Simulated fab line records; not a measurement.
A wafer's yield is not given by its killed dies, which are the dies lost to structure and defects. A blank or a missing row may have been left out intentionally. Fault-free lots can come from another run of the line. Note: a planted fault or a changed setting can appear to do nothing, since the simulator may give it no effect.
Matching of chambers | flow n5 finfet | N5_PASSIVATION_DESCUM_46 on rie diel-04: 4 sister chambers
The step chemistry O2, time 7.9 s. 4 wafers are shown with their chamber, then 7 later ones without.

## WAFERS WITH THEIR CHAMBER
wafer  | chamber | throttle valve pct (%)
L695.4 | 3       | 20.18
L696.5 | 1       | 20.96
L700.2 | 0       | 20.13
L700.3 | 2       | 20.31

## WAFERS WITHOUT THEIR CHAMBER
wafer  | throttle valve pct (%)
L700.5 | 20.32
L703.2 | 20.32
L703.3 | 20.68
L703.5 | 20.32
L709.2 | 20.70
L709.3 | 20.24
L709.6 | 20.16

## WHICH CHAMBER EACH ONE RAN IN
wafer  | from the rows above               | in truth
L700.5 | can't be placed: 2 or 3 or 0      | 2
L703.2 | can't be placed: 2 or 3 or 0      | 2
L703.3 | can't be placed: 1 or 2 or 3 or 0 | 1
L703.5 | can't be placed: 2 or 3 or 0      | 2
L709.2 | can't be placed: 1 or 2 or 3      | 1
L709.3 | can't be placed: 3 or 2 or 0      | 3
L709.6 | can't be placed: 3 or 0 or 2      | 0
0 of 7 placed correctly. Cannot be placed on the basis of these rows: 7; the candidates contain the true chamber in 7. 0 placed wrongly.
How it was worked out, from the rows above alone: a wafer's distance from a chamber is the root of the sum, over the readings, of the square of ((its reading less the chamber's mean) divided by the reading's scatter). The wafer belongs to the nearest chamber; if the next one is less than 2 further off, it can't be placed. For every chamber, the mean is computed from those of its wafers that are shown. The scatter (one wafer shown for each chamber): square how far every hidden wafer sits from the nearest shown wafer, average those squares and take the square root.
